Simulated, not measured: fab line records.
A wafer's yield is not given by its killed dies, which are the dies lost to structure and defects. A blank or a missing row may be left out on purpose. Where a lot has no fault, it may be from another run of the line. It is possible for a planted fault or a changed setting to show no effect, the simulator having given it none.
fab line records	flow nand_harc
[record] lots = 6	wafers = 18	last_day = 33
route steps=1302 shown A_BONDPAD@1216 END@1302
lots that met no fault: from a run of the same line without faults
start_h: hours from the record's first day to the start of the lot's first wafer shown	wait_h: time in hours since the lot's previous step	" identical to the entry in the row above	L1.1+2: a single row standing in for several wafers	- no value, or no start was given	* or withheld: withheld	< > ~ a bound
route shown NAME@n: NAME is a module with steps in the file, n the number in the route of the first one	usual: mean/standard deviation taken from wafers without a fault	same: alike in all rows	chamber/n: place in a boat	sites: per-site readings	_std_site: standard deviation of those values	_edge_site: mean of outer sites minus mean of inner sites	radius_mm: for every site, how far away it sits from the centre of the wafer	mask NAME#n: copy n	behind: tool/chamber where the wafer was last shaped	hold: what put the lot on hold/how long, in hours/how the hold closed	device: the n, p or np transistor that did not switch	end of line: the tests these same wafers got at the end of their route	a step with no rows: only its recipe	killed: at the first sort, the dies lost to defects and structure; wafer yield is something else	map: dies across one wafer; x = killed, . = not, _ = none there
set.NAME: setting as actually run; set.NAME@STEP: the setting as run at that earlier step	model.NAME: the simulator's own value behind a step, which no gauge read
lots at selected steps of the route; one table per step, one row per wafer
services: a tool's chamber out of use, with start hour (start_h, from the record's first day; less than 0 if before it), hours out, and reason
[[steps]]
[step NHARC_A_BONDPAD_OVL_MEAS_35]
[usual] overlay_x_nm = 0/5.3	overlay_y_nm = 0/4.9
lot.wafer	tool	chamber	start_h	wait_h	overlay_x_nm	overlay_y_nm
L858.2	overlay-02	-	617.75	-	-4	-3
L858.3	"	-	"	"	-4	-3
L858.6	"	-	"	"	-3	-3
L861.2	overlay-02	-	641.89	-	7	7
L861.3	"	-	"	"	6	7
L861.6	"	-	"	"	7	7
L862.3	overlay-01	-	643.59	-	1	-1
L862.4	"	-	"	"	1	-1
L862.6	"	-	"	"	1	0
L871.2	overlay-01	-	738.43	-	4	6
L871.5	"	-	"	"	3	6
L871.6	"	-	"	"	4	6
L873.2	overlay-02	-	749.05	-	-6	5
L873.3	"	-	"	"	-5	4
L873.4	"	-	"	"	-6	4
L872.4	overlay-02	-	750.89	-	-2	0
L872.5	"	-	"	"	-2	0
L872.6	"	-	"	"	-2	-1
[step NHARC_A_BONDPAD_HARDBAKE_10]
[recipe] temp_c = 118	time_s = 65
[step NHARC_A_BONDPAD_DESCUM_11]
[recipe] time_s = 3	o2_flow_sccm = 200	ar_flow_sccm = 0	bias_power_w = 0	chemistry = O2
[usual] drypump_motor_current_A = 5.7/0.42	oes_product_au = 1.001/0.0094	rf_vpp_V = 57.8/0.9	showerhead_plenum_p_Torr = 1.90/0.099	throttle_valve_pct = 11.310/0.0089
lot.wafer	tool	chamber	start_h	wait_h	drypump_motor_current_A	oes_product_au	rf_hours_counter_h	rf_vpp_V	showerhead_plenum_p_Torr	throttle_valve_pct
L858.2	rie_diel-02	3	617.88	-	6.0	1.001	9	57.6	1.80	11.314
L858.3	"	1	"	"	6.0	1.001	9	56.6	1.79	11.310
L858.6	"	0	"	"	5.6	0.992	-	57.3	2.07	11.319
L861.3	rie_diel-02	1	642.02	-	6.1	1.007	20	57.6	1.78	11.310
L861.2	"	2	"	"	4.7	0.994	17	56.9	1.85	11.315
L861.6	"	0	"	"	5.6	0.982	-	58.0	2.07	11.298
L862.4	rie_diel-13	3	643.72	-	6.1	0.995	3	57.0	1.83	11.302
L862.3	"	0	"	"	5.8	1.003	4	56.7	1.83	11.315
L862.6	"	0	"	"	5.8	1.001	-	58.5	1.83	11.330
L871.2	rie_diel-03	0	738.57	-	5.8	1.000	16	58.1	1.77	11.314
L871.6	"	2	"	"	5.4	0.998	-	57.3	2.07	11.295
L871.5	"	3	"	"	5.4	1.009	-	59.9	2.01	11.304
L873.3	rie_diel-13	3	749.18	-	6.1	1.016	1	57.1	1.83	11.313
L873.2	"	1	"	"	5.2	0.990	1	59.2	2.02	11.312
L873.4	"	2	"	"	6.2	0.994	1	59.4	1.99	11.296
L872.4	rie_diel-13	3	751.02	-	6.1	1.017	1	57.5	1.83	11.315
L872.5	"	3	"	"	6.1	1.020	-	57.2	1.83	11.318
L872.6	"	0	"	"	5.8	1.018	-	58.1	1.83	11.323
[step NHARC_A_BONDPAD_ETCH_34]
[recipe] target_depth_a = 600	overetch_a = 180	time_s = 65.91	ion_energy_ev = 200	n2_flow_sccm = 150	h2_flow_sccm = 150	ar_flow_sccm = 0	rf_w = 400	bias_w = 150	chemistry = N2/H2
[step NHARC_A_BONDPAD_ETCH_12]
[recipe] target_depth_a = 2200	time_s = 110	chf3_flow_sccm = 50	o2_flow_sccm = 10	ar_flow_sccm = 200	rf_w = 500	bias_w = 200	chemistry = CHF3/O2
[usual] drypump_motor_current_A = 5.7/0.42	oes_product_au = 0.947/0.024	rf_vpp_V = 370.5/2.8	showerhead_plenum_p_Torr = 2.40/0.12	throttle_valve_pct = 20.572/0.009
lot.wafer	tool	chamber	start_h	wait_h	drypump_motor_current_A	oes_product_au	rf_hours_counter_h	rf_vpp_V	showerhead_plenum_p_Torr	throttle_valve_pct
L858.3	rie_diel-02	1	-	-	6.0	0.929	9	367.2	2.25	20.571
L858.2	"	2	"	"	4.7	0.918	8	368.6	2.33	20.582
L858.6	"	3	"	"	6.0	0.934	-	367.2	2.27	20.588
L861.2	rie_diel-02	0	-	-	5.6	0.916	19	375.0	2.59	20.562
L861.3	"	1	"	"	6.0	0.934	20	366.2	2.25	20.580
L861.6	"	1	"	"	6.1	0.927	-	367.1	2.25	20.559
L862.3	rie_diel-13	3	-	-	6.1	0.929	4	369.0	2.30	20.587
L862.4	"	1	"	"	5.2	0.914	4	374.5	2.53	20.574
L862.6	"	3	"	"	6.0	0.924	-	368.5	2.30	20.569
L871.2	rie_diel-03	0	-	-	5.8	0.918	16	366.0	2.23	20.569
L871.5	"	3	"	"	5.4	0.939	-	371.7	2.52	20.566
L871.6	"	0	"	"	5.8	0.925	-	366.4	2.23	20.570
L873.4	rie_diel-13	1	-	-	5.2	0.977	1	373.9	2.53	20.586
L873.3	"	3	"	"	6.1	0.978	1	369.0	2.30	20.553
L873.2	"	0	"	"	5.8	0.976	1	369.0	2.30	20.571
L872.4	rie_diel-13	3	-	-	6.1	0.972	1	371.8	2.30	20.586
L872.5	"	0	"	"	5.8	0.976	-	367.3	2.30	20.587
L872.6	"	1	"	"	5.2	0.963	-	373.7	2.53	20.578
[step NHARC_A_BONDPAD_CD_MEAS_13]
[usual] cd_nm = 499.3/2.4
lot.wafer	tool	chamber	start_h	wait_h	cd_nm
L858.2	cd_sem-02	-	618.20	-	498.2
L858.3	"	-	"	"	494.8
L858.6	"	-	"	"	495.6
L861.2	cd_sem-02	-	642.33	-	497.5
L861.3	"	-	"	"	498.5
L861.6	"	-	"	"	499.3
L862.3	cd_sem-02	-	644.04	-	501.5
L862.4	"	-	"	"	501.4
L862.6	"	-	"	"	500.9
L871.2	cd_sem-02	-	738.87	-	495.2
L871.5	"	-	"	"	499.2
L871.6	"	-	"	"	494.3
L873.2	cd_sem-02	-	749.50	-	496.5
L873.3	"	-	"	"	496.1
L873.4	"	-	"	"	497.1
L872.4	cd_sem-02	-	751.34	-	497.2
L872.5	"	-	"	"	499.6
L872.6	"	-	"	"	494.7
[step NHARC_A_BONDPAD_STRIP_15]
[recipe] o2_flow_sccm = 500	ar_flow_sccm = 0	bias_w = 0	chemistry = O2
[usual] drypump_motor_current_A = 5.6/0.43	oes_product_au = 1.001/0.011	rf_vpp_V = 57.6/0.89	showerhead_plenum_p_Torr = 3.52/0.19	throttle_valve_pct = 17.037/0.0084
lot.wafer	tool	chamber	start_h	wait_h	drypump_motor_current_A	oes_product_au	rf_hours_counter_h	rf_vpp_V	showerhead_plenum_p_Torr	throttle_valve_pct
L858.2	rie_diel-03	1	618.30	0.1	5.0	0.979	27	58.8	3.55	17.042
L858.3	"	2	"	"	5.4	0.999	26	59.0	3.27	17.037
L858.6	"	0	"	"	5.8	0.994	-	56.8	3.30	17.042
L861.2	rie_diel-02	3	642.40	0.1	6.0	0.998	20	57.3	3.33	17.043
L861.3	"	0	"	"	5.6	0.985	19	58.2	3.80	17.039
L861.6	"	0	"	"	5.6	0.989	-	59.0	3.80	17.032
L862.4	rie_diel-13	1	644.11	0.1	5.2	0.995	4	57.2	3.72	17.027
L862.3	"	3	"	"	6.1	0.996	4	57.2	3.38	17.043
L862.6	"	2	"	"	6.2	1.000	-	57.8	3.67	17.036
L871.2	rie_diel-13	3	738.97	0.1	6.1	1.013	1	56.1	3.38	17.023
L871.6	"	1	"	"	5.2	0.997	-	59.1	3.72	17.026
L871.5	"	2	"	"	6.3	0.986	-	57.6	3.67	17.044
L873.4	rie_diel-03	2	749.57	0.1	5.4	0.990	19	58.8	3.80	17.043
L873.2	"	3	"	"	5.5	1.006	19	58.4	3.69	17.035
L873.3	"	0	"	"	5.8	0.989	17	57.6	3.29	17.039
L872.4	rie_diel-03	3	751.43	0.1	5.4	1.001	19	54.9	3.69	17.032
L872.6	"	2	"	"	5.4	0.991	-	58.5	3.80	17.029
L872.5	"	3	"	"	5.4	1.009	-	58.4	3.69	17.056
[step NHARC_A_BONDPAD_ETCH_24]
[recipe] target_depth_a = 300	over_etch_frac = 0.3	time_s = 72.99	ion_energy_ev = 150	cf4_flow_sccm = 50	n2_flow_sccm = 100	ar_flow_sccm = 150	rf_w = 300	bias_w = 100	chemistry = CF4/N2
[usual] drypump_motor_current_A = 5.6/0.43	oes_product_au = 1.001/0.01	rf_vpp_V = 313.8/2.4	showerhead_plenum_p_Torr = 2.61/0.14	throttle_valve_pct = 19.794/0.0093
lot.wafer	tool	chamber	start_h	wait_h	drypump_motor_current_A	oes_product_au	rf_hours_counter_h	rf_vpp_V	showerhead_plenum_p_Torr	throttle_valve_pct
L858.2	rie_diel-03	2	-	-	5.4	1.003	26	311.8	2.43	19.802
L858.3	"	3	"	"	5.4	1.015	27	316.0	2.76	19.793
L858.6	"	1	"	"	5.0	0.980	-	314.5	2.64	19.799
L861.3	rie_diel-02	3	-	-	6.0	1.009	20	311.4	2.48	19.792
L861.2	"	2	"	"	4.7	0.983	18	311.9	2.54	19.794
L861.6	"	3	"	"	6.0	1.012	-	311.0	2.48	19.814
L862.4	rie_diel-13	1	-	-	5.2	0.988	4	316.6	2.77	19.770
L862.3	"	2	"	"	6.2	1.009	4	315.7	2.73	19.785
L862.6	"	1	"	"	5.2	0.980	-	317.8	2.77	19.793
L871.2	rie_diel-13	3	-	-	6.1	1.011	1	313.4	2.51	19.796
L871.6	"	2	"	"	6.2	0.996	-	317.0	2.73	19.787
L871.5	"	3	"	"	6.1	1.013	-	312.7	2.51	19.784
L873.2	rie_diel-03	1	-	-	5.0	0.991	15	315.4	2.63	19.805
L873.3	"	2	"	"	5.4	0.998	19	317.7	2.83	19.784
L873.4	"	3	"	"	5.4	1.001	19	316.4	2.75	19.811
L872.4	rie_diel-03	0	-	-	5.7	0.988	17	309.4	2.44	19.791
L872.6	"	1	"	"	5.0	0.999	-	313.1	2.63	19.790
L872.5	"	2	"	"	5.4	0.997	-	319.6	2.83	19.805
[step NHARC_A_BONDPAD_STRIP_16]
[recipe] time_s = 600	temp_c = 30	chemistry = post_etch_residue_remover
[step NHARC_A_BONDPAD_DEGAS_25]
[recipe] temp_c = 300	time_s = 60
[step NHARC_A_BONDPAD_PRE_CLEAN_26]
[recipe] time_s = 30	temp_c = 280	gas = H2/He
[usual] heater_power_w = 395/26
lot.wafer	tool	chamber	start_h	wait_h	heater_power_w
L858.3	pvd_sputter-02	-	-	-	401
L858.2	"	-	"	"	378
L858.6	"	-	"	"	412
L861.2	pvd_sputter-01	-	-	-	404
L861.3	"	-	"	"	417
L861.6	"	-	"	"	404
L862.3	pvd_sputter-03	-	-	-	397
L862.4	"	-	"	"	395
L862.6	"	-	"	"	391
L871.2	pvd_sputter-03	-	-	-	423
L871.6	"	-	"	"	414
L871.5	"	-	"	"	401
L873.4	pvd_sputter-02	-	-	-	401
L873.3	"	-	"	"	356
L873.2	"	-	"	"	380
L872.4	pvd_sputter-02	-	-	-	385
L872.5	"	-	"	"	352
L872.6	"	-	"	"	339
[step NHARC_A_BONDPAD_PVD_17]
[recipe] target_thk_a = 50	bias_v = 168.6	power_w = 15000	chamber_pressure_pa = 0.12	time_s = 8.06	substrate_temp_c = 50	material = TaN
[step NHARC_A_BONDPAD_PVD_27]
[recipe] target_thk_a = 300	chamber_pressure_pa = 5	power_w = 5000	substrate_temp_c = 30	time_s = 20.49	material = Cu
[usual] cathode_dc_power_W = 4999.9/0.92	chamber_pressure_pa = 5.000/0.0098	throttle_valve_pct = 30.3/1.3
lot.wafer	tool	chamber	start_h	wait_h	cathode_dc_power_W	chamber_pressure_pa	throttle_valve_pct
L858.3	pvd_sputter-02	-	619.04	-	4998.8	5.005	28.0
L858.2	"	-	"	"	4999.1	5.017	28.6
L858.6	"	-	"	"	5000.7	5.017	29.0
L861.3	pvd_sputter-01	-	643.19	-	5000.7	4.999	30.7
L861.2	"	-	"	"	5001.5	5.009	32.7
L861.6	"	-	"	"	5001.4	5.005	30.6
L862.3	pvd_sputter-03	-	644.89	-	5000.8	5.009	29.9
L862.4	"	-	"	"	4999.8	4.995	30.1
L862.6	"	-	"	"	4998.9	4.988	31.2
L871.2	pvd_sputter-03	-	739.79	-	-	-	-
L871.5	"	-	"	"	-	-	-
L871.6	"	-	"	"	-	-	-
L873.3	pvd_sputter-02	-	750.36	-	4998.1	4.976	29.0
L873.4	"	-	"	"	5001.0	4.997	30.4
L873.2	"	-	"	"	5000.5	4.999	28.8
L872.4	pvd_sputter-02	-	752.18	-	-	-	-
L872.5	"	-	"	"	-	-	-
L872.6	"	-	"	"	-	-	-
[step NHARC_A_BONDPAD_ECD_18]
[recipe] target_thk_a = 4000	bath_temp_c = 25	material = Cu
[step NHARC_END_SORT_01]
[recipe] temp_c = 25
[usual] defect_limited_yield = 91/3.1	killed_at_array = 59/21	killed_at_other = 1.0/1.1	killed_at_periphery = 4.0/2.6	killed_dies = 64/21	killed_open = 3.2/1.7	killed_short = 2.5/1.5
[same] gross_dies = 677
lot.wafer	tool	chamber	start_h	wait_h	defect_limited_yield[%]	killed_at_array	killed_at_other	killed_at_periphery	killed_dies	killed_open	killed_short
L858.2	prober-01	0	654.00	2.8	91	55	3	3	61	2	0
L858.3	prober-01	0	654.80	3.1	92	45	1	6	52	3	2
L858.6	prober-01	0	657.20	4.0	91	59	1	4	64	4	2
L861.2	prober-01	0	674.20	2.8	93	45	0	2	47	4	1
L861.3	prober-01	0	674.99	3.1	91	54	2	3	59	5	3
L861.6	prober-01	0	677.38	4.0	94	38	0	2	40	4	7
L862.3	prober-02	0	675.03	3.1	87	84	1	1	86	2	2
L862.4	prober-02	0	675.83	3.4	87	89	0	2	91	1	1
L862.6	prober-02	0	677.44	4.0	88	79	1	4	84	1	3
L871.2	prober-01	0	774.98	2.8	0	670	1	6	677	7	4
L871.5	prober-01	0	777.37	3.7	0	671	3	3	677	2	5
L871.6	prober-01	0	778.17	4.0	0	671	0	6	677	6	2
L873.2	prober-01	0	782.83	2.8	93	45	0	2	47	1	3
L873.3	prober-01	0	783.62	3.1	90	61	1	6	68	3	1
L873.4	prober-01	0	784.41	3.4	92	51	1	1	53	5	1
L872.4	prober-02	0	784.43	3.4	0	670	1	6	677	1	2
L872.5	prober-02	0	785.24	3.7	0	669	2	6	677	2	1
L872.6	prober-02	0	786.05	4.0	0	673	1	3	677	4	2
// killed by level:class
L858.2 A_SLIT:chamber_film_flake=26 A_CHANNEL_HOLE_D2:chamber_film_flake=9 A_CONTACT:chamber_film_flake=9 A_STAIRCASE:chamber_film_flake=7 THIN_TSV:chamber_film_flake=3 P_M2:chamber_film_flake=2 A_CHANNEL_HOLE_D1:chamber_film_flake=2 A_CHANNEL_FILL_D1:geometric_particle:open=1
L858.3 A_SLIT:chamber_film_flake=31 A_CHANNEL_HOLE_D2:chamber_film_flake=5 P_ZERO_WELL:chamber_film_flake=4 A_STAIRCASE:chamber_film_flake=3 A_CHANNEL_HOLE_D1:chamber_film_flake=2 P_GATE:geometric_particle:open=1 A_ONON_D1:geometric_particle:short=1 A_WL_FILL:geometric_particle:short=1
L858.6 A_SLIT:chamber_film_flake=27 A_CHANNEL_HOLE_D2:chamber_film_flake=11 A_STAIRCASE:chamber_film_flake=7 A_CONTACT:chamber_film_flake=6 P_ZERO_WELL:chamber_film_flake=2 A_CHANNEL_HOLE_D1:chamber_film_flake=2 P_GATE:geometric_particle:open=1 A_SOURCE_PLATE:geometric_particle:open=1
L861.2 A_CHANNEL_HOLE_D2:chamber_film_flake=22 A_CHANNEL_HOLE_D1:chamber_film_flake=9 A_CONTACT:chamber_film_flake=4 A_CHANNEL_FILL_D1:chamber_film_flake=3 A_STAIRCASE:chamber_film_flake=2 P_GATE:geometric_particle:open=1 A_ONON_D1:geometric_particle:short=1 A_CHANNEL_FILL_D1:geometric_particle:open=1
L861.3 A_CHANNEL_HOLE_D2:chamber_film_flake=26 A_CHANNEL_HOLE_D1:chamber_film_flake=10 A_CONTACT:chamber_film_flake=5 A_DECK1_JOINT:chamber_film_flake=4 A_CHANNEL_FILL_D1:geometric_particle:open=3 P_STI:geometric_particle:short=2 THIN_TSV:chamber_film_flake=2 A_ONON_D1:geometric_particle:short=1
L862.3 A_CHANNEL_HOLE_D1:chamber_film_flake=36 A_SLIT:chamber_film_flake=31 A_CHANNEL_HOLE_D2:chamber_film_flake=11 A_SOURCE_PLATE:geometric_particle:short=1 A_DECK1_JOINT:geometric_particle:open=1 A_ONON_D2:geometric_particle:short=1 A_BLC:geometric_particle:open=1 P_BONDPAD:chamber_film_flake=1
L862.4 A_CHANNEL_HOLE_D1:chamber_film_flake=34 A_SLIT:chamber_film_flake=34 A_CHANNEL_HOLE_D2:chamber_film_flake=18 P_BONDPAD:chamber_film_flake=2 A_CHANNEL_HOLE_D1:geometric_particle:short=1 A_BLC:geometric_particle:open=1 A_STAIRCASE:chamber_film_flake=1
L861.6 A_CHANNEL_HOLE_D2:chamber_film_flake=13 A_CHANNEL_HOLE_D1:chamber_film_flake=7 A_WL_FILL:geometric_particle:short=3 A_DECK1_JOINT:chamber_film_flake=3 A_SLIT:chamber_film_flake=2 P_M0:geometric_particle:open=1 A_SOURCE_PLATE:geometric_particle:short=1 A_ONON_D1:geometric_particle:open=1
L862.6 A_SLIT:chamber_film_flake=32 A_CHANNEL_HOLE_D1:chamber_film_flake=26 A_CHANNEL_HOLE_D2:chamber_film_flake=14 A_ZERO_WELL:chamber_film_flake=3 P_STI:geometric_particle:short=1 P_CONTACT:geometric_particle:open=1 A_DECK1_JOINT:geometric_particle:short=1 A_SGD_CUT:geometric_particle:short=1
L871.2 A_BONDPAD:area_pvd=612 A_CHANNEL_HOLE_D2:chamber_film_flake=31 A_CHANNEL_HOLE_D1:chamber_film_flake=6 A_CONTACT:chamber_film_flake=5 A_SLIT:chamber_film_flake=4 P_GATE:chamber_film_flake=3 A_ONON_D2:geometric_particle:open=2 A_CHANNEL_FILL_D2:geometric_particle:open=2
L871.5 A_BONDPAD:area_pvd=615 A_CHANNEL_HOLE_D2:chamber_film_flake=18 A_CHANNEL_HOLE_D1:chamber_film_flake=13 A_SLIT:chamber_film_flake=10 A_STAIRCASE:chamber_film_flake=4 A_CONTACT:chamber_film_flake=4 THIN_TSV:chamber_film_flake=3 A_CHANNEL_FILL_D2:geometric_particle:open=2
L871.6 A_BONDPAD:area_pvd=610 A_CHANNEL_HOLE_D2:chamber_film_flake=35 A_CHANNEL_HOLE_D1:chamber_film_flake=7 A_SLIT:chamber_film_flake=7 P_GATE:chamber_film_flake=4 A_ONON_D1:geometric_particle:open=3 A_STAIRCASE:chamber_film_flake=2 A_CONTACT:chamber_film_flake=2
L873.2 A_CHANNEL_HOLE_D2:chamber_film_flake=23 A_SLIT:chamber_film_flake=7 A_CONTACT:chamber_film_flake=6 A_CHANNEL_FILL_D2:geometric_particle:short=2 P_GATE:chamber_film_flake=2 A_DECK1_JOINT:chamber_film_flake=2 A_DECK1_JOINT:geometric_particle:open=1 A_SGD_CUT:geometric_particle:short=1
L873.3 A_CHANNEL_HOLE_D2:chamber_film_flake=34 A_SLIT:chamber_film_flake=11 A_CONTACT:chamber_film_flake=7 P_GATE:chamber_film_flake=6 A_CHANNEL_FILL_D2:geometric_particle:open=2 A_WL_FILL:geometric_particle:short=1 A_BLC:geometric_particle:open=1 A_ZERO_WELL:chamber_film_flake=1
L873.4 A_CHANNEL_HOLE_D2:chamber_film_flake=30 A_SLIT:chamber_film_flake=8 A_STAIRCASE:chamber_film_flake=3 A_CONTACT:chamber_film_flake=3 A_M1:geometric_particle:open=2 A_DECK1_JOINT:geometric_particle:open=1 A_WL_FILL:geometric_particle:open=1 A_BLC:geometric_particle:open=1
L872.4 A_BONDPAD:area_pvd=620 A_SLIT:chamber_film_flake=38 A_STAIRCASE:chamber_film_flake=5 P_STI:chamber_film_flake=4 A_CONTACT:chamber_film_flake=2 P_GATE:geometric_particle:open=1 A_CHANNEL_FILL_D1:geometric_particle:short=1 A_WL_FILL:geometric_particle:short=1
L872.5 A_BONDPAD:area_pvd=615 A_SLIT:chamber_film_flake=37 A_CONTACT:chamber_film_flake=9 A_STAIRCASE:chamber_film_flake=4 P_STI:chamber_film_flake=3 P_ZERO_WELL:geometric_particle:open=1 A_CHANNEL_FILL_D2:geometric_particle:open=1 STARTING-WAFER:geometric_particle:short=1
L872.6 A_BONDPAD:area_pvd=628 A_SLIT:chamber_film_flake=27 A_STAIRCASE:chamber_film_flake=5 A_CONTACT:chamber_film_flake=4 P_GATE:geometric_particle:open=1 A_SOURCE_PLATE:geometric_particle:open=1 A_ONON_D1:geometric_particle:open=1 A_CHANNEL_FILL_D1:geometric_particle:short=1
// map L871.2 (x killed, . not)
____________x____________
_________xxxxxxx_________
_______xxxxxxxxxxx_______
______xxxxxxxxxxxxx______
_____xxxxxxxxxxxxxxx_____
____xxxxxxxxxxxxxxxxx____
____xxxxxxxxxxxxxxxxx____
___xxxxxxxxxxxxxxxxxxx___
___xxxxxxxxxxxxxxxxxxx___
__xxxxxxxxxxxxxxxxxxxxx__
__xxxxxxxxxxxxxxxxxxxxx__
_xxxxxxxxxxxxxxxxxxxxxxx_
_xxxxxxxxxxxxxxxxxxxxxxx_
_xxxxxxxxxxxxxxxxxxxxxxx_
_xxxxxxxxxxxxxxxxxxxxxxx_
_xxxxxxxxxxxxxxxxxxxxxxx_
xxxxxxxxxxxxxxxxxxxxxxxxx
xxxxxxxxxxxxxxxxxxxxxxxxx
xxxxxxxxxxxxxxxxxxxxxxxxx
xxxxxxxxxxxxxxxxxxxxxxxxx
xxxxxxxxxxxxxxxxxxxxxxxxx
_xxxxxxxxxxxxxxxxxxxxxxx_
_xxxxxxxxxxxxxxxxxxxxxxx_
_xxxxxxxxxxxxxxxxxxxxxxx_
_xxxxxxxxxxxxxxxxxxxxxxx_
_xxxxxxxxxxxxxxxxxxxxxxx_
__xxxxxxxxxxxxxxxxxxxxx__
__xxxxxxxxxxxxxxxxxxxxx__
___xxxxxxxxxxxxxxxxxxx___
___xxxxxxxxxxxxxxxxxxx___
____xxxxxxxxxxxxxxxxx____
____xxxxxxxxxxxxxxxxx____
_____xxxxxxxxxxxxxxx_____
______xxxxxxxxxxxxx______
_______xxxxxxxxxxx_______
_________xxxxxxx_________
____________x____________
// map L872.4 (x killed, . not)
____________x____________
_________xxxxxxx_________
_______xxxxxxxxxxx_______
______xxxxxxxxxxxxx______
_____xxxxxxxxxxxxxxx_____
____xxxxxxxxxxxxxxxxx____
____xxxxxxxxxxxxxxxxx____
___xxxxxxxxxxxxxxxxxxx___
___xxxxxxxxxxxxxxxxxxx___
__xxxxxxxxxxxxxxxxxxxxx__
__xxxxxxxxxxxxxxxxxxxxx__
_xxxxxxxxxxxxxxxxxxxxxxx_
_xxxxxxxxxxxxxxxxxxxxxxx_
_xxxxxxxxxxxxxxxxxxxxxxx_
_xxxxxxxxxxxxxxxxxxxxxxx_
_xxxxxxxxxxxxxxxxxxxxxxx_
xxxxxxxxxxxxxxxxxxxxxxxxx
xxxxxxxxxxxxxxxxxxxxxxxxx
xxxxxxxxxxxxxxxxxxxxxxxxx
xxxxxxxxxxxxxxxxxxxxxxxxx
xxxxxxxxxxxxxxxxxxxxxxxxx
_xxxxxxxxxxxxxxxxxxxxxxx_
_xxxxxxxxxxxxxxxxxxxxxxx_
_xxxxxxxxxxxxxxxxxxxxxxx_
_xxxxxxxxxxxxxxxxxxxxxxx_
_xxxxxxxxxxxxxxxxxxxxxxx_
__xxxxxxxxxxxxxxxxxxxxx__
__xxxxxxxxxxxxxxxxxxxxx__
___xxxxxxxxxxxxxxxxxxx___
___xxxxxxxxxxxxxxxxxxx___
____xxxxxxxxxxxxxxxxx____
____xxxxxxxxxxxxxxxxx____
_____xxxxxxxxxxxxxxx_____
______xxxxxxxxxxxxx______
_______xxxxxxxxxxx_______
_________xxxxxxx_________
____________x____________
[[services]]
tool	chamber	start_h	hours	kind
rie_diel-02	2	600.13	4.2	repair
rie_diel-13	0	601.51	-	clean
rie_diel-13	1	601.51	-	clean
rie_diel-13	2	601.51	-	clean
rie_diel-13	3	601.51	-	clean
rie_diel-03	2	606.07	3.8	repair
rie_diel-02	0	611.89	2.5	repair
pvd_sputter-01	-	614.95	0.8	repair
rie_diel-13	0	626.01	-	clean
rie_diel-13	1	626.01	-	clean
rie_diel-13	2	626.01	-	clean
rie_diel-13	3	626.01	-	clean
rie_diel-03	-	635.33	9.0	pm
pvd_sputter-02	-	638.04	10.0	pm
rie_diel-13	0	650.51	-	clean
rie_diel-13	1	650.51	-	clean
rie_diel-13	2	650.51	-	clean
rie_diel-13	3	650.51	-	clean
rie_diel-13	1	669.50	8.3	repair
rie_diel-02	0	688.10	9.9	repair
rie_diel-13	-	696.01	9.0	pm
pvd_sputter-03	-	704.11	10.0	pm
rie_diel-03	1	722.97	7.2	repair
rie_diel-02	-	750.00	9.0	pm
[[key]]
[first_sign] step = NHARC_A_BONDPAD_PVD_27	reading = tool_record	direction = missing
[effect] step = NHARC_END_SORT_01	reading = killed_at_array	direction = up	sigmas = 29	usual = 59	struck = 671
[more_kills_born_at] NHARC_A_BONDPAD_PVD_27@pvd_sputter-02 = 1863	NHARC_A_BONDPAD_PVD_27@pvd_sputter-03 = 1837
met_at NHARC_A_BONDPAD_PVD_27
struck_wafers L871.2,L871.5,L871.6,L872.4,L872.5,L872.6
later_rows_left_out L871.2,L871.5,L871.6,L872.4,L872.5,L872.6
onset_between 644.89 739.79
[fault] kind = skipped_step_whole	tool = pvd_sputter-02,pvd_sputter-03	chamber = -	onset_h = 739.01	steps = NHARC_A_BONDPAD_PVD_27	scope = struck_lots_only
// later_rows_left_out: the simulator's readings of these wafers behind a module that went badly wrong aren't trusted and aren't shown, but for the sort
